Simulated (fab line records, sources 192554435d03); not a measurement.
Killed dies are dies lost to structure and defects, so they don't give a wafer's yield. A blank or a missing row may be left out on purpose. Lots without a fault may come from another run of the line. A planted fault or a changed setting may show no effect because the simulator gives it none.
Split-lot experiment | flow n5_finfet | 7 lots, 39 wafers read, on a route of 1938 steps

THE SPLIT
At N5_DUMMY_GATE_ETCH_32 (etches SiO2 in CF4, target depth 3.5 nm, time 3.9 s), the setting time_s was moved away from the recipe's 3.9 s on 9 of the 39 wafers read, by -23.5% to -15.2%. The other wafers ran this setting at the recipe's value.

The reading is taken at the split's own step.

THE READING
etch.depth_nm (the simulator's own value, which no gauge read), in nm, at N5_DUMMY_GATE_ETCH_32 (etches SiO2 in CF4, target depth 3.5 nm, time 3.9 s). The file gives no usual value for it. The 30 wafers here that ran the recipe average 3.504 nm, standard deviation 0.084 nm.

wafer  | tool, chamber at the split | time_s as run, s | against the recipe | etch.depth_nm, nm | against lot-mates on the recipe
L076.1 | rie_si-02, 0               | 3.307            | -15.2%             | 3.049             | -0.508
L076.2 | rie_si-02, 3               | 3.307            | -15.2%             | 2.991             | -0.566
L076.3 | rie_si-02, 1               | 3.307            | -15.2%             | 3.026             | -0.531
L076.4 | rie_si-02, 3               | 3.9              | recipe             | 3.503             | -
L076.5 | rie_si-02, 0               | 3.9              | recipe             | 3.588             | -
L076.6 | rie_si-02, 1               | 3.9              | recipe             | 3.58              | -
L082.1 | rie_si-03, 2               | 3.9              | recipe             | 3.467             | -
L082.2 | rie_si-03, 0               | 3.9              | recipe             | 3.629             | -
L082.3 | rie_si-03, 1               | 3.9              | recipe             | 3.495             | -
L082.4 | rie_si-03, 3               | 3.9              | recipe             | 3.442             | -
L082.5 | rie_si-03, 3               | 3.9              | recipe             | 3.448             | -
L082.6 | rie_si-03, 2               | 3.9              | recipe             | 3.5               | -
L084.1 | rie_si-02, 3               | 3.9              | recipe             | 3.552             | -
L084.2 | rie_si-02, 2               | 3.9              | recipe             | 3.518             | -
L084.3 | rie_si-02, 1               | 3.9              | recipe             | 3.571             | -
L084.4 | rie_si-02, 0               | 3.9              | recipe             | 3.598             | -
L084.5 | rie_si-02, 1               | 3.9              | recipe             | 3.579             | -
L084.6 | rie_si-02, 0               | 3.9              | recipe             | 3.587             | -
L085.1 | rie_si-04, 1               | 3.9              | recipe             | 3.352             | -
L085.3 | rie_si-04, 2               | 3.9              | recipe             | 3.458             | -
L085.6 | rie_si-04, 3               | 3.9              | recipe             | 3.293             | -
L094.1 | rie_si-02, 0               | 3.253            | -16.6%             | 2.95              | -0.574
L094.2 | rie_si-02, 2               | 3.253            | -16.6%             | 2.885             | -0.639
L094.3 | rie_si-02, 3               | 3.253            | -16.6%             | 2.938             | -0.586
L094.4 | rie_si-02, 2               | 3.9              | recipe             | 3.459             | -
L094.5 | rie_si-02, 0               | 3.9              | recipe             | 3.568             | -
L094.6 | rie_si-02, 3               | 3.9              | recipe             | 3.544             | -
L095.1 | rie_si-04, 0               | 3.9              | recipe             | 3.458             | -
L095.2 | rie_si-04, 2               | 3.9              | recipe             | 3.439             | -
L095.3 | rie_si-04, 3               | 2.982            | -23.5%             | 2.554             | -0.859
L095.4 | rie_si-04, 1               | 3.9              | recipe             | 3.342             | -
L095.5 | rie_si-04, 0               | 2.982            | -23.5%             | 2.655             | -0.758
L095.6 | rie_si-04, 1               | 2.982            | -23.5%             | 2.575             | -0.838
L096.1 | rie_si-03, 0               | 3.9              | recipe             | 3.678             | -
L096.2 | rie_si-03, 1               | 3.9              | recipe             | 3.524             | -
L096.3 | rie_si-03, 2               | 3.9              | recipe             | 3.508             | -
L096.4 | rie_si-03, 3               | 3.9              | recipe             | 3.417             | -
L096.5 | rie_si-03, 1               | 3.9              | recipe             | 3.517             | -
L096.6 | rie_si-03, 2               | 3.9              | recipe             | 3.502             | -

THE FIT
A straight line over all 39 wafers: etch.depth_nm changes by +0.0363 nm for each +1% of time_s; r = +0.96; the points scatter about the line by 0.082 nm.
The same after taking each lot's own level away (the mean of its wafers on the recipe; 39 wafers): +0.0352 nm for each +1%; r = +0.98; scatter 0.054 nm.
On that fit, the largest move of time_s shifts the reading by 0.83 nm.
The lots' own levels span 3.3677 to 3.5675 nm, that is 2.4 times the standard deviation above.
So the lot-to-lot level changes the slope little: the two slopes agree.
Check: with one of the wafers moved furthest among these (-23.5%) left out of the fit, the line predicts -0.822 nm for it against its lot-mates. It came out at -0.859 nm against them.

OTHER SPLITS ON THESE WAFERS
These wafers also went through other splits before the reading. Each is held against what the fit with the lots' levels taken away leaves over:
other split on the same wafers    | wafers away from the commonest value | r with etch.depth_nm (lot level and that fit taken away)
N5_WELL_APT_IMPLANT_15 energy_kev | 12                                   | +0.21
N5_FIN_CUT_ETCH_21 time_s         | 9                                    | +0.05

THE FILE'S OWN FIT
etch.depth_nm changes by +0.0352 nm for each +1% of time_s, r = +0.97.
